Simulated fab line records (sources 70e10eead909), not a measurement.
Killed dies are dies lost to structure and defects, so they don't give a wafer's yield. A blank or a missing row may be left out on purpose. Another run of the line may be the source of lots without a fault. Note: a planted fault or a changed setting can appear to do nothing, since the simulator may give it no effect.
fab line records	flow nand_harc
[record] lots = 6	wafers = 18	last_day = 33
route steps=1302 shown A_DECK1_JOINT@541 A_ONON_D2@545 END@1302
lots with no fault: from the same line, run without faults
start_h: hours from the record's opening day to when the first of the lot's shown wafers began	wait_h: hours since the lot's step before	" the same as in the row above	L1.1+2: a single row standing in for several wafers	- value missing, or start not given	* or withheld: withheld	< > ~ a bound
route shown NAME@n: NAME is a module with steps in the file, n the number in the route of the first one	usual: mean and standard deviation over wafers with no fault	same: alike in all rows	chamber/n: place in a boat	sites: the reading at each site	_std_site: how widely they spread, as a standard deviation	_edge_site: inner sites' mean taken away from outer sites' mean	radius_mm: how far each site lies from the wafer's centre	mask NAME#n: copy n	behind: the tool/chamber that last shaped the wafer	hold: the reason the lot was held/the length of the hold in hours/how it ended	device: names the non-switching transistor (n, p or np)	end of line: the route-end tests of the same wafers	a step without rows: its recipe alone	killed: at the first sort, the dies lost to defects and structure; wafer yield is something else	map: shows each die of a wafer: x if killed, . if not, _ if none is there
set.NAME: the setting the step ran with; set.NAME@STEP: the setting that earlier step ran with	model.NAME: the simulator's own value behind a step, which no gauge read
lots at some steps of the route; a table a step, a row a wafer
services: when a tool's chamber went out of use (start_h, in hours from the record's first day, below 0 if earlier), for how many hours, and the reason
[[steps]]
[step NHARC_A_DECK1_JOINT_SRD_15]
[step NHARC_A_DECK1_JOINT_DEP_16]
[recipe] target_thk_a = 450	temp_c = 400	pressure_torr = 6.5	rf_w = 900	teos_flow_sccm = 161.4	flow_sccm = 2650	target_thk_nm = 45	gas = O2	material = SiO2
[usual] heater_power_w = 557/87	throttle_valve_pct = 16.4/0.68
lot.wafer	tool	chamber	start_h	wait_h	heater_power_w	since_wet_clean_h	throttle_valve_pct
L353.1	pecvd-02	1	296.36	0.1	550	56	16.0
L353.3	"	2	"	"	479	56	17.1
L353.6	"	0	"	"	568	-	16.6
L355.2	pecvd-04	0	313.97	0.1	626	32	14.8
L355.3	"	1	"	"	399	32	16.5
L355.1	"	2	"	"	509	32	17.4
L356.3	pecvd-04	0	326.05	0.1	657	44	15.2
L356.2	"	1	"	"	462	44	16.2
L356.5	"	1	"	"	476	-	16.1
L357.3	pecvd-04	0	335.06	0.1	626	53	15.0
L357.2	"	2	"	"	594	53	16.9
L357.6	"	0	"	"	638	-	15.0
L363.2	pecvd-03	0	389.26	0.1	586	10	16.3
L363.3	"	1	"	"	351	10	16.6
L363.6	"	1	"	"	372	-	16.4
L374.3	pecvd-03	2	508.88	0.1	669	130	16.6
L374.2	"	0	"	"	562	130	16.3
L374.6	"	1	"	"	465	-	16.8
[step NHARC_A_DECK1_JOINT_THK_MEAS_17]
[recipe] thk_meas_gauge = ellipsometry
[usual] thk_nm = 45.1/1.1
lot.wafer	tool	chamber	start_h	wait_h	thk_nm
L353.1	film_metro-01	-	296.61	0.2	43.9
L353.3	"	-	"	"	45.2
L353.6	"	-	"	"	46.0
L355.1	film_metro-02	-	314.25	0.2	45.0
L355.2	"	-	"	"	44.4
L355.3	"	-	"	"	44.9
L356.2	film_metro-01	-	326.33	0.2	45.3
L356.3	"	-	"	"	43.1
L356.5	"	-	"	"	43.9
L357.2	film_metro-02	-	335.35	0.2	44.8
L357.3	"	-	"	"	44.1
L357.6	"	-	"	"	45.6
L363.2	film_metro-02	-	389.51	0.2	45.8
L363.3	"	-	"	"	45.6
L363.6	"	-	"	"	44.1
L374.2	film_metro-01	-	509.16	0.2	43.9
L374.3	"	-	"	"	45.1
L374.6	"	-	"	"	45.6
[step NHARC_A_DECK1_JOINT_INSPECT_05]
[usual] raw_defect_count = 306/110
lot.wafer	tool	chamber	start_h	wait_h	raw_defect_count
L353.1	defect_inspect-02	-	296.65	0.0	555
L353.3	"	-	"	"	337
L353.6	"	-	"	"	400
L355.1	defect_inspect-01	-	314.28	0.0	176
L355.2	"	-	"	"	140
L355.3	"	-	"	"	295
L356.2	defect_inspect-01	-	326.37	0.0	224
L356.3	"	-	"	"	187
L356.5	"	-	"	"	186
L357.2	defect_inspect-01	-	335.38	0.0	221
L357.3	"	-	"	"	234
L357.6	"	-	"	"	246
L363.2	defect_inspect-01	-	389.55	0.0	251
L363.3	"	-	"	"	172
L363.6	"	-	"	"	198
L374.2	defect_inspect-02	-	509.20	0.0	200
L374.3	"	-	"	"	322
L374.6	"	-	"	"	168
[step NHARC_A_ONON_D2_DEP_00]
[recipe] target_thk_a = 10000	n2_flow_sccm = 2750	n2o_flow_sccm = 2000	nh3_flow_sccm = 500	sih4_flow_sccm = 210	temp_c = 400
[step NHARC_A_ONON_D2_THK_MEAS_02]
[recipe] thk_meas_gauge = ellipsometry
[usual] thk_nm = 997/9.6
lot.wafer	tool	chamber	start_h	wait_h	thk_nm
L353.1	film_metro-01	-	297.23	-	1006
L353.3	"	-	"	"	1008
L353.6	"	-	"	"	1008
L355.1	film_metro-01	-	314.86	-	1000
L355.2	"	-	"	"	1000
L355.3	"	-	"	"	1000
L356.2	film_metro-02	-	326.94	-	1009
L356.3	"	-	"	"	1008
L356.5	"	-	"	"	1007
L357.2	film_metro-02	-	335.96	-	1005
L357.3	"	-	"	"	1005
L357.6	"	-	"	"	1006
L363.2	film_metro-01	-	390.12	-	987
L363.3	"	-	"	"	987
L363.6	"	-	"	"	989
L374.2	film_metro-01	-	509.78	-	988
L374.3	"	-	"	"	988
L374.6	"	-	"	"	989
[step NHARC_A_ONON_D2_DEP_03]
[recipe] target_thk_a = 10000	n2_flow_sccm = 2750	n2o_flow_sccm = 2000	nh3_flow_sccm = 500	sih4_flow_sccm = 210	temp_c = 400
[step NHARC_A_ONON_D2_THK_MEAS_05]
[recipe] thk_meas_gauge = ellipsometry
[usual] thk_nm = 999/10
lot.wafer	tool	chamber	start_h	wait_h	thk_nm
L353.1	film_metro-02	-	297.79	-	992
L353.3	"	-	"	"	992
L353.6	"	-	"	"	993
L355.1	film_metro-01	-	315.43	-	980
L355.2	"	-	"	"	979
L355.3	"	-	"	"	978
L356.2	film_metro-01	-	327.51	-	990
L356.3	"	-	"	"	989
L356.5	"	-	"	"	986
L357.2	film_metro-01	-	336.53	-	1001
L357.3	"	-	"	"	1002
L357.6	"	-	"	"	1004
L363.2	film_metro-01	-	390.69	-	1012
L363.3	"	-	"	"	1011
L363.6	"	-	"	"	1014
L374.2	film_metro-02	-	510.34	-	999
L374.3	"	-	"	"	999
L374.6	"	-	"	"	999
[step NHARC_A_ONON_D2_DEP_06]
[recipe] target_thk_a = 10000	n2_flow_sccm = 2750	n2o_flow_sccm = 2000	nh3_flow_sccm = 500	sih4_flow_sccm = 210	temp_c = 400
[step NHARC_A_ONON_D2_THK_MEAS_08]
[recipe] thk_meas_gauge = ellipsometry
[usual] thk_nm = 998/9.8
lot.wafer	tool	chamber	start_h	wait_h	thk_nm
L353.1	film_metro-02	-	298.36	-	1006
L353.3	"	-	"	"	1007
L353.6	"	-	"	"	1006
L355.1	film_metro-01	-	316.00	-	1003
L355.2	"	-	"	"	1004
L355.3	"	-	"	"	1004
L356.2	film_metro-02	-	328.08	-	994
L356.3	"	-	"	"	994
L356.5	"	-	"	"	994
L357.2	film_metro-02	-	337.09	-	993
L357.3	"	-	"	"	992
L357.6	"	-	"	"	992
L363.2	film_metro-01	-	391.25	-	988
L363.3	"	-	"	"	990
L363.6	"	-	"	"	989
L374.2	film_metro-02	-	510.91	-	998
L374.3	"	-	"	"	997
L374.6	"	-	"	"	995
[step NHARC_A_ONON_D2_DEP_09]
[recipe] target_thk_a = 10000	n2_flow_sccm = 2750	n2o_flow_sccm = 2000	nh3_flow_sccm = 500	sih4_flow_sccm = 210	temp_c = 400
[step NHARC_A_ONON_D2_THK_MEAS_11]
[recipe] thk_meas_gauge = ellipsometry
[usual] thk_nm = 999/9.1
lot.wafer	tool	chamber	start_h	wait_h	thk_nm
L353.1	film_metro-02	-	298.92	-	990
L353.3	"	-	"	"	990
L353.6	"	-	"	"	990
L355.1	film_metro-01	-	316.57	-	1003
L355.2	"	-	"	"	1001
L355.3	"	-	"	"	999
L356.2	film_metro-02	-	328.65	-	1004
L356.3	"	-	"	"	1000
L356.5	"	-	"	"	1005
L357.2	film_metro-02	-	337.66	-	1005
L357.3	"	-	"	"	1005
L357.6	"	-	"	"	1003
L363.2	film_metro-02	-	391.82	-	1000
L363.3	"	-	"	"	998
L363.6	"	-	"	"	999
L374.2	film_metro-02	-	511.47	-	1019
L374.3	"	-	"	"	1018
L374.6	"	-	"	"	1018
[step NHARC_A_ONON_D2_DEP_12]
[recipe] target_thk_a = 10000	n2_flow_sccm = 2750	n2o_flow_sccm = 2000	nh3_flow_sccm = 500	sih4_flow_sccm = 210	temp_c = 400
lot.wafer	tool	chamber	start_h	wait_h
L353.1+3+6	pecvd_onon-04	0	298.98	0.1
L355.1+2+3	pecvd_onon-03	0	316.62	0.1
L356.2+3+5	pecvd_onon-04	0	328.77	0.1
L357.2+3+6	pecvd_onon-04	0	337.77	0.1
L363.2+3+6	pecvd_onon-03	0	391.94	0.1
L374.2+3+6	pecvd_onon-01	0	511.59	0.1
[step NHARC_A_ONON_D2_THK_MEAS_14]
[recipe] thk_meas_gauge = ellipsometry
[usual] thk_nm = 1002/8.6
lot.wafer	tool	chamber	start_h	wait_h	hold	thk_nm
L353.1	film_metro-02	-	299.49	-	-	1007
L353.3	"	-	"	"	-	1005
L353.6	"	-	"	"	-	1006
L355.1	film_metro-02	-	317.13	-	-	1004
L355.2	"	-	"	"	-	1004
L355.3	"	-	"	"	-	1001
L356.2	film_metro-02	-	329.22	-	await_dispo/0.2h/release	1435
L356.3	"	-	"	"	await_dispo/0.2h/release	1013
L356.5	"	-	"	"	await_dispo/0.2h/release	1014
L356.2	film_metro-02	-	329.39	0.2	-	1433
L356.3	"	-	"	"	-	1014
L356.5	"	-	"	"	-	1014
L357.2	film_metro-01	-	338.23	-	await_dispo/0.2h/release	1413
L357.3	"	-	"	"	await_dispo/0.2h/release	994
L357.6	"	-	"	"	await_dispo/0.2h/release	996
L357.2	film_metro-01	-	338.40	0.2	-	1417
L357.3	"	-	"	"	-	996
L357.6	"	-	"	"	-	998
L363.2	film_metro-01	-	392.39	-	-	1004
L363.3	"	-	"	"	-	1003
L363.6	"	-	"	"	-	1002
L374.2	film_metro-01	-	512.04	-	-	996
L374.3	"	-	"	"	-	995
L374.6	"	-	"	"	-	996
[step NHARC_END_SORT_01]
[recipe] temp_c = 25
[usual] killed_at_array = 54/17	killed_at_other = 1.0/1.4	killed_at_periphery = 3.6/2.1	killed_dies = 58/17	killed_open = 3.2/2	killed_short = 2.5/1.5
[same] gross_dies = 677
lot.wafer	tool	chamber	start_h	wait_h	hold	killed_at_array	killed_at_other	killed_at_periphery	killed_dies	killed_open	killed_short
L355.1	prober-02	0	600.72	2.5	-	29	4	0	33	0	1
L355.2	prober-02	0	601.52	2.8	-	54	2	5	61	4	2
L355.3	prober-02	0	602.32	3.1	-	59	6	3	68	3	5
L356.2	prober-01	0	618.78	2.8	await_dispo/7.0h/release	676	0	1	677	2	4
L356.3	prober-01	0	619.58	3.1	await_dispo/7.0h/release	60	0	1	61	2	2
L356.5	prober-01	0	621.18	3.7	await_dispo/7.0h/release	42	0	3	45	2	1
L357.2	prober-01	0	630.45	2.8	await_dispo/4.2h/release	673	0	4	677	4	3
L357.3	prober-01	0	631.25	3.1	await_dispo/4.2h/release	53	3	6	62	2	6
L357.6	prober-01	0	633.64	4.0	await_dispo/4.2h/release	79	1	0	80	1	1
L363.2	prober-01	0	687.72	2.8	-	16	0	3	19	0	1
L363.3	prober-01	0	688.54	3.1	-	16	0	4	20	2	0
L363.6	prober-01	0	690.99	4.1	-	16	0	7	23	5	0
L374.2	prober-02	0	799.84	2.8	-	64	1	1	66	2	1
L374.3	prober-02	0	800.64	3.1	-	93	0	1	94	3	4
L374.6	prober-02	0	803.02	4.0	-	78	1	1	80	1	1
// killed by level:class
L355.1 A_CHANNEL_HOLE_D2:chamber_film_flake=9 A_STAIRCASE:chamber_film_flake=5 THIN_TSV:chamber_film_flake=4 A_CHANNEL_HOLE_D1:chamber_film_flake=3 A_M0:chamber_film_flake=3 A_CONTACT:chamber_film_flake=2 A_M0:geometric_particle:short=1 A_ZERO_WELL:chamber_film_flake=1
L355.2 A_CHANNEL_HOLE_D2:chamber_film_flake=31 A_STAIRCASE:chamber_film_flake=5 A_M0:chamber_film_flake=5 P_ZERO_WELL:chamber_film_flake=3 A_DECK1_JOINT:chamber_film_flake=3 A_CONTACT:chamber_film_flake=3 A_CHANNEL_HOLE_D1:chamber_film_flake=2 THIN_TSV:chamber_film_flake=2
L355.3 A_CHANNEL_HOLE_D2:chamber_film_flake=32 A_STAIRCASE:chamber_film_flake=7 THIN_TSV:chamber_film_flake=6 A_M0:chamber_film_flake=4 A_CHANNEL_HOLE_D1:chamber_film_flake=3 A_CHANNEL_FILL_D2:chamber_film_flake=3 A_M0:geometric_particle:open=2 P_ZERO_WELL:chamber_film_flake=2
L356.2 A_ONON_D2:area_dep=628 A_SLIT:chamber_film_flake=21 A_CHANNEL_HOLE_D2:chamber_film_flake=8 A_ZERO_WELL:chamber_film_flake=4 A_CHANNEL_HOLE_D1:chamber_film_flake=3 A_WL_FILL:chamber_film_flake=3 A_WL_FILL:geometric_particle:short=2 A_STAIRCASE:chamber_film_flake=2
L356.3 A_SLIT:chamber_film_flake=33 A_CHANNEL_HOLE_D2:chamber_film_flake=9 A_CHANNEL_HOLE_D1:chamber_film_flake=5 A_ZERO_WELL:chamber_film_flake=2 A_CHANNEL_FILL_D2:chamber_film_flake=2 A_CONTACT:chamber_film_flake=2 A_ONON_D1:geometric_particle:open=1 A_ONON_D2:geometric_particle:open=1
L356.5 A_SLIT:chamber_film_flake=26 A_CHANNEL_HOLE_D2:chamber_film_flake=4 A_WL_FILL:chamber_film_flake=4 P_GATE:chamber_film_flake=2 A_ZERO_WELL:chamber_film_flake=2 A_CHANNEL_HOLE_D1:chamber_film_flake=2 P_M0:geometric_particle:open=1 A_SOURCE_PLATE:geometric_particle:open=1
L357.2 A_ONON_D2:area_dep=586 A_SLIT:chamber_film_flake=32 A_CHANNEL_HOLE_D1:chamber_film_flake=25 A_CHANNEL_HOLE_D2:chamber_film_flake=20 A_DECK1_JOINT:geometric_particle:short=2 P_ZERO_WELL:chamber_film_flake=2 A_SGD_CUT:chamber_film_flake=2 P_M1:geometric_particle:open=1
L357.3 A_SLIT:chamber_film_flake=23 A_CHANNEL_HOLE_D2:chamber_film_flake=11 A_CHANNEL_HOLE_D1:chamber_film_flake=7 A_CHANNEL_FILL_D1:chamber_film_flake=4 A_SGD_CUT:chamber_film_flake=3 THIN_TSV:chamber_film_flake=3 P_CONTACT:geometric_particle:open=2 A_DECK1_JOINT:geometric_particle:short=2
L357.6 A_SLIT:chamber_film_flake=31 A_CHANNEL_HOLE_D2:chamber_film_flake=28 A_CHANNEL_HOLE_D1:chamber_film_flake=11 A_SGD_CUT:chamber_film_flake=2 A_M1:chamber_film_flake=2 A_CHANNEL_FILL_D2:geometric_particle:open=1 A_M1:geometric_particle:short=1 A_ZERO_WELL:chamber_film_flake=1
L363.2 A_CHANNEL_HOLE_D1:chamber_film_flake=9 A_STAIRCASE:chamber_film_flake=2 A_BLC:chamber_film_flake=2 P_M1:geometric_particle:short=1 P_STI:chamber_film_flake=1 P_BONDPAD:chamber_film_flake=1 A_ZERO_WELL:chamber_film_flake=1 A_CHANNEL_HOLE_D2:chamber_film_flake=1
L363.3 A_CHANNEL_HOLE_D1:chamber_film_flake=8 P_BONDPAD:chamber_film_flake=3 A_SLIT:chamber_film_flake=2 A_CONTACT:chamber_film_flake=2 A_BLC:chamber_film_flake=2 P_CONTACT:geometric_particle:open=1 A_M0:geometric_particle:open=1 A_CHANNEL_FILL_D2:chamber_film_flake=1
L363.6 A_CHANNEL_HOLE_D1:chamber_film_flake=6 P_BONDPAD:chamber_film_flake=3 P_CONTACT:geometric_particle:open=2 A_WL_FILL:chamber_film_flake=2 A_STAIRCASE:chamber_film_flake=2 A_CONTACT:chamber_film_flake=2 P_GATE:geometric_particle:open=1 A_ONON_D1:geometric_particle:open=1
L374.2 A_SLIT:chamber_film_flake=23 A_CHANNEL_HOLE_D2:chamber_film_flake=19 A_CHANNEL_HOLE_D1:chamber_film_flake=8 A_CHANNEL_FILL_D1:chamber_film_flake=4 A_CHANNEL_FILL_D2:chamber_film_flake=2 A_STAIRCASE:chamber_film_flake=2 A_CHANNEL_FILL_D1:geometric_particle:open=1 A_CHANNEL_FILL_D1:geometric_particle:short=1
L374.3 A_SLIT:chamber_film_flake=36 A_CHANNEL_HOLE_D2:chamber_film_flake=34 A_CHANNEL_HOLE_D1:chamber_film_flake=7 A_CONTACT:geometric_particle:open=2 A_M1:geometric_particle:short=2 A_CHANNEL_FILL_D1:chamber_film_flake=2 A_CHANNEL_FILL_D2:chamber_film_flake=2 A_WL_FILL:chamber_film_flake=2
L374.6 A_CHANNEL_HOLE_D2:chamber_film_flake=32 A_CHANNEL_HOLE_D1:chamber_film_flake=24 A_SLIT:chamber_film_flake=13 A_CHANNEL_FILL_D1:chamber_film_flake=2 A_DECK1_JOINT:chamber_film_flake=2 P_GATE:geometric_particle:short=1 A_CONTACT:geometric_particle:open=1 A_CHANNEL_FILL_D2:chamber_film_flake=1
// map L356.2 (x killed, . not)
____________x____________
_________xxxxxxx_________
_______xxxxxxxxxxx_______
______xxxxxxxxxxxxx______
_____xxxxxxxxxxxxxxx_____
____xxxxxxxxxxxxxxxxx____
____xxxxxxxxxxxxxxxxx____
___xxxxxxxxxxxxxxxxxxx___
___xxxxxxxxxxxxxxxxxxx___
__xxxxxxxxxxxxxxxxxxxxx__
__xxxxxxxxxxxxxxxxxxxxx__
_xxxxxxxxxxxxxxxxxxxxxxx_
_xxxxxxxxxxxxxxxxxxxxxxx_
_xxxxxxxxxxxxxxxxxxxxxxx_
_xxxxxxxxxxxxxxxxxxxxxxx_
_xxxxxxxxxxxxxxxxxxxxxxx_
xxxxxxxxxxxxxxxxxxxxxxxxx
xxxxxxxxxxxxxxxxxxxxxxxxx
xxxxxxxxxxxxxxxxxxxxxxxxx
xxxxxxxxxxxxxxxxxxxxxxxxx
xxxxxxxxxxxxxxxxxxxxxxxxx
_xxxxxxxxxxxxxxxxxxxxxxx_
_xxxxxxxxxxxxxxxxxxxxxxx_
_xxxxxxxxxxxxxxxxxxxxxxx_
_xxxxxxxxxxxxxxxxxxxxxxx_
_xxxxxxxxxxxxxxxxxxxxxxx_
__xxxxxxxxxxxxxxxxxxxxx__
__xxxxxxxxxxxxxxxxxxxxx__
___xxxxxxxxxxxxxxxxxxx___
___xxxxxxxxxxxxxxxxxxx___
____xxxxxxxxxxxxxxxxx____
____xxxxxxxxxxxxxxxxx____
_____xxxxxxxxxxxxxxx_____
______xxxxxxxxxxxxx______
_______xxxxxxxxxxx_______
_________xxxxxxx_________
____________x____________
// map L357.2 (x killed, . not)
____________x____________
_________xxxxxxx_________
_______xxxxxxxxxxx_______
______xxxxxxxxxxxxx______
_____xxxxxxxxxxxxxxx_____
____xxxxxxxxxxxxxxxxx____
____xxxxxxxxxxxxxxxxx____
___xxxxxxxxxxxxxxxxxxx___
___xxxxxxxxxxxxxxxxxxx___
__xxxxxxxxxxxxxxxxxxxxx__
__xxxxxxxxxxxxxxxxxxxxx__
_xxxxxxxxxxxxxxxxxxxxxxx_
_xxxxxxxxxxxxxxxxxxxxxxx_
_xxxxxxxxxxxxxxxxxxxxxxx_
_xxxxxxxxxxxxxxxxxxxxxxx_
_xxxxxxxxxxxxxxxxxxxxxxx_
xxxxxxxxxxxxxxxxxxxxxxxxx
xxxxxxxxxxxxxxxxxxxxxxxxx
xxxxxxxxxxxxxxxxxxxxxxxxx
xxxxxxxxxxxxxxxxxxxxxxxxx
xxxxxxxxxxxxxxxxxxxxxxxxx
_xxxxxxxxxxxxxxxxxxxxxxx_
_xxxxxxxxxxxxxxxxxxxxxxx_
_xxxxxxxxxxxxxxxxxxxxxxx_
_xxxxxxxxxxxxxxxxxxxxxxx_
_xxxxxxxxxxxxxxxxxxxxxxx_
__xxxxxxxxxxxxxxxxxxxxx__
__xxxxxxxxxxxxxxxxxxxxx__
___xxxxxxxxxxxxxxxxxxx___
___xxxxxxxxxxxxxxxxxxx___
____xxxxxxxxxxxxxxxxx____
____xxxxxxxxxxxxxxxxx____
_____xxxxxxxxxxxxxxx_____
______xxxxxxxxxxxxx______
_______xxxxxxxxxxx_______
_________xxxxxxx_________
____________x____________
[[services]]
tool	chamber	start_h	hours	kind
pecvd-04	0	282.09	-	clean
pecvd-04	1	282.09	-	clean
pecvd-04	2	282.09	-	clean
pecvd-03	1	285.71	4.9	repair
pecvd_onon-04	-	311.05	13.0	pm
pecvd-03	2	326.94	4.7	repair
pecvd-03	-	366.25	13.0	pm
pecvd-03	0	366.25	13.0	vent_cycle
pecvd-03	1	366.25	13.0	vent_cycle
pecvd-03	2	366.25	13.0	vent_cycle
pecvd-04	2	375.77	12.0	repair
pecvd-03	1	402.40	3.5	repair
pecvd_onon-03	-	408.00	13.0	pm
pecvd-02	-	408.41	13.0	pm
pecvd-03	1	435.61	3.3	repair
pecvd-04	-	450.09	13.0	pm
pecvd-04	0	450.09	13.0	vent_cycle
pecvd-04	1	450.09	13.0	vent_cycle
pecvd-04	2	450.09	13.0	vent_cycle
pecvd_onon-01	-	450.10	13.0	pm
pecvd-04	0	463.09	-	clean
pecvd-04	1	463.09	-	clean
pecvd-04	2	463.09	-	clean
pecvd_onon-04	-	492.05	13.0	pm
[[key]]
[first_sign] step = NHARC_A_ONON_D2_THK_MEAS_14	reading = visit	direction = added
[effect] step = NHARC_A_ONON_D2_THK_MEAS_14	reading = thk_nm	direction = up	sigmas = 49	usual = 1002	struck = 1424
[effect] step = NHARC_END_SORT_01	reading = killed_dies	direction = up	sigmas = 36	usual = 58	struck = 677
[more_kills_born_at] NHARC_A_ONON_D2_DEP_12@pecvd_onon-04 = 1214
met_at NHARC_A_ONON_D2_DEP_12
struck_wafers L356.2,L357.2
later_rows_left_out L356.2,L357.2
tester_left_out L356,L357
onset_between 298.98 328.77
[fault] kind = process_parameter_drift	tool = pecvd_onon-04	chamber = -	onset_h = 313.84	steps = NHARC_A_ONON_D2_DEP_12	channel = target_thk_a	offset = *	shape = step	end_h = 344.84	scope = struck_wafers_only	acts_in = *	stated = *
// tester_left_out: of these lots the tester's yield and bins aren't shown, on N5 and GAA mostly nor the transistor test; their killed dies are dies lost to structure and defects alone, not to doping, threshold or leakage, so they don't give the yield
// later_rows_left_out: the simulator's readings of these wafers behind a module that went badly wrong aren't trusted and aren't shown, but for the sort
